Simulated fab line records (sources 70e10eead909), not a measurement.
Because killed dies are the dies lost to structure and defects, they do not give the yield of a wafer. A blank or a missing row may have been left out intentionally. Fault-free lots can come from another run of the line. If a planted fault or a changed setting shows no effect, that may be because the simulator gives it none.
Check for tools in common / flow nandHarc / Lots sampled 13, wafers sampled 39

## REASON FOR OPENING
At NHARC_P_M2_CD_MEAS_09 the reading cdNm is flagged on 3 of 13 lots. No-fault wafers: 170.0 nm, standard deviation 0.59.
Rule: a lot is flagged in two cases, either no wafer of it has a number, or all its wafers with numbers fall more than 4 standard deviations from that mean. The rest of the lots are taken to be sound.

lot=L704; measured=day 8 15:53; on=cdSem-03; cdNm (nm), wafer by wafer=170.0 169.7 169.6; flag=
lot=L705; measured=day 8 17:31; on=cdSem-01; cdNm (nm), wafer by wafer=169.0 169.8 169.5; flag=
lot=L703; measured=day 8 19:16; on=cdSem-03; cdNm (nm), wafer by wafer=170.2 169.4 169.6; flag=
lot=L707; measured=day 8 20:17; on=cdSem-02; cdNm (nm), wafer by wafer=170.0 170.4 170.8; flag=
lot=L708; measured=day 9 08:12; on=cdSem-03; cdNm (nm), wafer by wafer=169.7 169.0 168.7; flag=
lot=L711; measured=day 9 12:00; on=cdSem-01; cdNm (nm), wafer by wafer=183.4 183.0 182.7; flag=FLAGGED
lot=L715; measured=day 9 17:34; on=cdSem-03; cdNm (nm), wafer by wafer=183.3 182.7 182.2; flag=FLAGGED
lot=L714; measured=day 9 18:51; on=cdSem-02; cdNm (nm), wafer by wafer=169.9 169.4 170.3; flag=
lot=L716; measured=day 9 19:18; on=cdSem-02; cdNm (nm), wafer by wafer=183.1 183.5 182.7; flag=FLAGGED
lot=L721; measured=day 10 09:35; on=cdSem-01; cdNm (nm), wafer by wafer=169.9 169.9 169.9; flag=
lot=L722; measured=day 10 18:55; on=cdSem-02; cdNm (nm), wafer by wafer=169.6 169.4 170.3; flag=
lot=L723; measured=day 11 00:10; on=cdSem-03; cdNm (nm), wafer by wafer=170.4 170.6 170.5; flag=
lot=L726; measured=day 11 15:45; on=cdSem-01; cdNm (nm), wafer by wafer=170.3 170.0 170.7; flag=
Average over the flagged lots: 183.0 nm; offset from the usual +13.0 nm, equal to +22 standard deviations.

## WHICH TOOL RAN EACH LOT
The record holds 2 process steps before the reading, out of a route of 1159 steps. In each cell: the tool, then ch and the chambers that the sampled wafers went through, then the start.
lot=L704; flag=; NHARC_P_M1_PRE_CLEAN_32=pecvd-04 ch 1,2, day 8 14:35; NHARC_P_M2_PEB_07=lithoTrack-06 ch 0, day 8 15:49
lot=L705; flag=; NHARC_P_M1_PRE_CLEAN_32=pecvd-04 ch 1,2, day 8 16:11; NHARC_P_M2_PEB_07=lithoTrack-04 ch 0, day 8 17:26
lot=L703; flag=; NHARC_P_M1_PRE_CLEAN_32=pecvd-04 ch 0,2, day 8 18:06; NHARC_P_M2_PEB_07=lithoTrack-01 ch 0, day 8 19:11
lot=L707; flag=; NHARC_P_M1_PRE_CLEAN_32=pecvd-01 ch 0,1,2, day 8 18:59; NHARC_P_M2_PEB_07=lithoTrack-06 ch 0, day 8 20:12
lot=L708; flag=; NHARC_P_M1_PRE_CLEAN_32=pecvd-01 ch 0,1,2, day 9 06:54; NHARC_P_M2_PEB_07=lithoTrack-04 ch 0, day 9 08:07
lot=L711; flag=FLAGGED; NHARC_P_M1_PRE_CLEAN_32=pecvd-02 ch 1,2, day 9 10:21; NHARC_P_M2_PEB_07=lithoTrack-04 ch 0, day 9 11:55
lot=L715; flag=FLAGGED; NHARC_P_M1_PRE_CLEAN_32=pecvd-04 ch 1,2, day 9 16:23; NHARC_P_M2_PEB_07=lithoTrack-04 ch 0, day 9 17:29
lot=L714; flag=; NHARC_P_M1_PRE_CLEAN_32=pecvd-04 ch 0,1,2, day 9 17:38; NHARC_P_M2_PEB_07=lithoTrack-01 ch 0, day 9 18:46
lot=L716; flag=FLAGGED; NHARC_P_M1_PRE_CLEAN_32=pecvd-04 ch 0,1,2, day 9 17:59; NHARC_P_M2_PEB_07=lithoTrack-04 ch 0, day 9 19:14
lot=L721; flag=; NHARC_P_M1_PRE_CLEAN_32=pecvd-02 ch 0,1,2, day 10 08:23; NHARC_P_M2_PEB_07=lithoTrack-01 ch 0, day 10 09:31
lot=L722; flag=; NHARC_P_M1_PRE_CLEAN_32=pecvd-02 ch 0,1,2, day 10 17:46; NHARC_P_M2_PEB_07=lithoTrack-01 ch 0, day 10 18:51
lot=L723; flag=; NHARC_P_M1_PRE_CLEAN_32=pecvd-02 ch 0,2, day 10 22:50; NHARC_P_M2_PEB_07=lithoTrack-06 ch 0, day 11 00:05
lot=L726; flag=; NHARC_P_M1_PRE_CLEAN_32=pecvd-01 ch 1,2, day 11 14:26; NHARC_P_M2_PEB_07=lithoTrack-06 ch 0, day 11 15:40
What is done by these steps:
- NHARC_P_M1_PRE_CLEAN_32: time 12 s.
- NHARC_P_M2_PEB_07: peb time 65 s.
- NHARC_P_M2_CD_MEAS_09: target cd 170 nm.

## FLAGGED OVER TOTAL, TOOL BY TOOL (the gauges that took the reading come last)
step=NHARC_P_M1_PRE_CLEAN_32; tool=pecvd-01; lots run=3; flagged=0; share of the flagged lots=none; sound lots run after its first flagged lot=-
step=NHARC_P_M1_PRE_CLEAN_32; tool=pecvd-02; lots run=4; flagged=1; share of the flagged lots=some; sound lots run after its first flagged lot=3 (L721,L722,L723)
step=NHARC_P_M1_PRE_CLEAN_32; tool=pecvd-04; lots run=6; flagged=2; share of the flagged lots=some; sound lots run after its first flagged lot=1 (L714)
step=NHARC_P_M2_PEB_07; tool=lithoTrack-01; lots run=4; flagged=0; share of the flagged lots=none; sound lots run after its first flagged lot=-
step=NHARC_P_M2_PEB_07; tool=lithoTrack-04; lots run=5; flagged=3; share of the flagged lots=all; sound lots run after its first flagged lot=0
step=NHARC_P_M2_PEB_07; tool=lithoTrack-06; lots run=4; flagged=0; share of the flagged lots=none; sound lots run after its first flagged lot=-
step=NHARC_P_M2_CD_MEAS_09; tool=cdSem-01; lots run=4; flagged=1; share of the flagged lots=some; sound lots run after its first flagged lot=2 (L721,L726)
step=NHARC_P_M2_CD_MEAS_09; tool=cdSem-02; lots run=4; flagged=1; share of the flagged lots=some; sound lots run after its first flagged lot=1 (L722)
step=NHARC_P_M2_CD_MEAS_09; tool=cdSem-03; lots run=5; flagged=1; share of the flagged lots=some; sound lots run after its first flagged lot=1 (L723)

## WHAT THE TABLE PERMITS
In the table, 1 row covers all flagged lots: lithoTrack-04 at NHARC_P_M2_PEB_07.
- lithoTrack-04 at NHARC_P_M2_PEB_07 ran 5 lots, 3 of them flagged. It ran its last sound lot, L708, at day 9 08:07 and its first flagged lot, L711, at day 9 11:55: a fault with its onset between the two fits.
Left over: one tool, lithoTrack-04 at NHARC_P_M2_PEB_07.

## WHAT WAS PUT IN BY THE SIMULATOR
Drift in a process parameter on lithoTrack-04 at NHARC_P_M2_PEB_07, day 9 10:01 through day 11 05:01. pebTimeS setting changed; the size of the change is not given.
Lots struck among those shown: L711, L715, L716. The same result came from the rule above.
